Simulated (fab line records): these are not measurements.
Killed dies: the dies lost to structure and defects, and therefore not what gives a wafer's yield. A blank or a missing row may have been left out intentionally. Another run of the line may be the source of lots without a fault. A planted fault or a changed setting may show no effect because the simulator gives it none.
Matching of chambers || flow nand-harc || NHARC_A_STAIRCASE_DEP_151 on pecvd-04 has 3 sister chambers
The step deposits SiO2, target thk 3800 nm. 3 wafers are shown with their chamber, then 8 later ones without.

## WAFERS PAIRED WITH THEIR CHAMBERS
{"wafer": "L087.4", "chamber": 2, "heater-power-w (W)": 647}
{"wafer": "L087.5", "chamber": 1, "heater-power-w (W)": 503}
{"wafer": "L088.1", "chamber": 0, "heater-power-w (W)": 785}

## WAFERS MISSING THEIR CHAMBER
{"wafer": "L088.2", "heater-power-w (W)": 804}
{"wafer": "L088.5", "heater-power-w (W)": 663}
{"wafer": "L093.3", "heater-power-w (W)": 571}
{"wafer": "L093.4", "heater-power-w (W)": 636}
{"wafer": "L093.6", "heater-power-w (W)": 494}
{"wafer": "L097.2", "heater-power-w (W)": 604}
{"wafer": "L097.4", "heater-power-w (W)": 666}
{"wafer": "L097.6", "heater-power-w (W)": 493}

## THE CHAMBER EACH PASSED THROUGH
{"wafer": "L088.2", "from the rows above": 0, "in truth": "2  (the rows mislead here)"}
{"wafer": "L088.5", "from the rows above": 2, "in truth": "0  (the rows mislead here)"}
{"wafer": "L093.3", "from the rows above": "can't be placed: 1 or 2", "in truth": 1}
{"wafer": "L093.4", "from the rows above": 2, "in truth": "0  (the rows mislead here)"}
{"wafer": "L093.6", "from the rows above": 1, "in truth": 1}
{"wafer": "L097.2", "from the rows above": "can't be placed: 2 or 1", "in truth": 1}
{"wafer": "L097.4", "from the rows above": 2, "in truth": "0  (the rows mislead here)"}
{"wafer": "L097.6", "from the rows above": 1, "in truth": 1}
2 of 8 placed correctly. Unplaceable from these rows: 2, with the true chamber sitting among the candidates in 2. Number placed wrongly: 4.
How it was worked out, from the rows above alone: a wafer's distance from a chamber is the root of the sum, over the readings, of the square of ((its reading less the chamber's mean) divided by the reading's scatter). If the next closest chamber is less than 2 further off than the closest, the wafer can't be placed; otherwise it belongs to the closest. A chamber's mean is the mean of its shown wafers. The scatter: root of mean squared gap, hidden wafer to nearest shown wafer, with one shown wafer a chamber.
